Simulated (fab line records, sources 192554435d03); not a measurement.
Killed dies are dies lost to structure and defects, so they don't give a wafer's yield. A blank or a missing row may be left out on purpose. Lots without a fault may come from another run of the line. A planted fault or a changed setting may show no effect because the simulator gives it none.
A struck lot beside a sound one | flow n5_finfet | 25 steps out of a route of 1938
Sound: wafers L115.2, L115.4, L115.5. Struck: wafers L117.1, L117.2, L117.4. The cause comes at the end.
At each step with rows: each side's tool, then ch and its chambers, then its first start. Under that, the readings that differ: sound wafers | struck wafers | difference of the means | sigmas: that difference in standard deviations of wafers without a fault.
alike: readings whose means differ by less than 2 such deviations, and words and numbers that are the same on both sides. not compared: withheld readings, readings that some wafer has no value for, bounds like >300 that may hide the same value, and numbers for which the record gives no deviation and whose values overlap.
The two part at a step that has a row with sigmas, a row that says differs or no value, or rows on one side only. Numbers that don't overlap but have no deviation are shown without sigmas and don't part them. A reading that every wafer of one side lacks parts them only if that side has two wafers or more.

first, 11 steps without rows for these wafers: N5_BEOL_M4_ETCH_74 (etches underlayer in N2/H2, target depth 6.5 nm, time 5.2 s); N5_BEOL_M4_ETCH_63 (etches SiARC in CF4, target depth 15.6 nm, time 26 s); N5_BEOL_M4_ETCH_64 (etches SOC in N2/H2, target depth 75 nm, overetch 22.5 nm, time 121.9 s); N5_BEOL_M4_STRIP_65 (strips in N2/H2); N5_BEOL_M4_STRIP_75 (strips in N2/H2); N5_BEOL_M4_STRIP_66 (strips in CF4); N5_BEOL_M4_HM_OPEN_17 (chemistry Cl2/BCl3, target TiN, target depth 20 nm, overetch 6 nm); N5_BEOL_M4_STRIP_19 (strips in O2); N5_BEOL_M4_COAT_67 (time 60 s, resist thk 60 nm); N5_BEOL_M4_COAT_68 (time 60 s, resist thk 12 nm); N5_BEOL_M4_COAT_76 (time 60 s, resist thk 5 nm).
N5_BEOL_M4_COAT_22: resist thk 30 nm.
  sound on litho_track-01 ch 0, day 10 01:58; struck on litho_track-01 ch 0, day 10 16:25
  reading                                      | sound                | struck               | difference | sigmas
  spin_speed_rpm (rpm)                         | 1501.0 1500.2 1499.6 | 1629.1 1626.6 1628.1 | +127.7     | +99 or more
  model.CAR-EUV_of_BEOL_M4_COAT_22.thk_nm (nm) | 30.2 30 30.2         | 28.8 28.8 28.8       | -1.3       |
then, 9 steps without rows for these wafers: N5_BEOL_M4_EBR_24; N5_BEOL_M4_SOFTBAKE_23 (time 60 s); N5_BEOL_M4_EXPOSE_25 (exposes mask V3, defocus 5 nm); N5_BEOL_M4_PEB_26 (peb time 60 s); N5_BEOL_M4_DEVELOP_27 (develop time 30 s); N5_BEOL_M4_DESCUM_33 (chemistry O2, time 7 s); N5_BEOL_M4_ETCH_77 (etches underlayer in N2/H2, target depth 6.5 nm, time 5.2 s); N5_BEOL_M4_ETCH_69 (etches SiARC in CF4, target depth 15.6 nm, time 26 s); N5_BEOL_M4_ALD_98 (deposits SiO2, target thk 2.5 nm, pulse time 1 s, co reactant pulse time 1 s).
N5_BEOL_M4_ETCHBACK_99: etches SiO2 in CHF3, target depth 5 nm, time 10.4 s.
  sound on rie_diel-01 ch 0,1, day 10 06:47; struck on rie_diel-05 ch 0,1,2, day 10 17:44
  reading                                      | sound          | struck      | difference | sigmas
  model.CAR-EUV_of_BEOL_M4_COAT_22.thk_nm (nm) | 10.6 10.6 10.6 | 9.2 9.2 9.2 | -1.4       |
  alike: drypump_motor_current_A, oes_product_au, rf_vpp_V, showerhead_plenum_p_Torr, throttle_valve_pct
  not compared: rf_hours_counter_h
then, 1 step without rows for these wafers: N5_BEOL_M4_ETCH_70 (etches SOC in N2/H2, target depth 80 nm, overetch 24 nm, time 130 s).
N5_BEOL_M4_RC_MEAS_101:
  sound on prober-02 ch 0, day 10 11:07; struck on prober-01 ch 0, day 10 23:15
  alike: DIBL_N, DIBL_P, IOFF_N, IOFF_P, ION_N, ION_P, SS_N, SS_P, VT_N, VT_P
-- the record jumps here: 4 days lie between the struck wafers' starts before and after (it left off in module BEOL_M4 and takes up again in module PASSIVATION, whose first step shown is number 1936 of the route) --
N5_PASSIVATION_PROBE_49:
  the record has rows for the struck wafers here (prober-02, day 15 00:29) and none for the sound ones

WHERE THEY PART
First at N5_BEOL_M4_COAT_22; last, within this record, at N5_PASSIVATION_PROBE_49.

WHY: what the simulator had put in
Process parameter drift: litho_track-01, from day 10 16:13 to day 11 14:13, at N5_BEOL_M4_COAT_22. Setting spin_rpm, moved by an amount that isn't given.
